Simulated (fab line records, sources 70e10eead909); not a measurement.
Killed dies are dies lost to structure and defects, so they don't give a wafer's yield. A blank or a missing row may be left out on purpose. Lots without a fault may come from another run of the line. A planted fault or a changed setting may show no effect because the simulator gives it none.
Chamber matching | flow nand_harc | NHARC_A_M0_ETCH_34 on rie_diel-02: 4 sister chambers
The step etches the open film in N2/H2, target depth 40 nm, overetch 12 nm, time 43.94 s. 4 wafers are shown with their chamber, then 8 later ones without.

WAFERS WITH THEIR CHAMBER
wafer  | chamber | showerhead_plenum_p_Torr (Torr)
L085.2 | 2       | 1.95
L087.2 | 3       | 2.14
L087.5 | 1       | 2.05
L091.3 | 0       | 2.08

WAFERS WITHOUT THEIR CHAMBER
wafer  | showerhead_plenum_p_Torr (Torr)
L091.4 | 2.14
L091.6 | 1.95
L094.4 | 2.05
L094.5 | 1.95
L094.6 | 2.05
L093.3 | 1.94
L093.5 | 2.05
L093.6 | 1.94

WHICH CHAMBER EACH WENT THROUGH
wafer  | from the rows above | in truth
L091.4 | 3                   | 3
L091.6 | 2                   | 2
L094.4 | 1                   | 1
L094.5 | 2                   | 2
L094.6 | 1                   | 1
L093.3 | 2                   | 2
L093.5 | 1                   | 1
L093.6 | 2                   | 2
Placed correctly: 8 of 8. Can't be placed from these rows: 0. Placed wrongly: 0.
How it was worked out, from the rows above alone: a wafer's distance from a chamber is the root of the sum, over the readings, of the square of ((its reading less the chamber's mean) divided by the reading's scatter). The wafer belongs to the nearest chamber; if the next one is less than 2 further off, it can't be placed. A chamber's mean is the mean of its shown wafers. The scatter: with one shown wafer a chamber, the root of the mean of the squares of how far each hidden wafer lies from its nearest shown one.
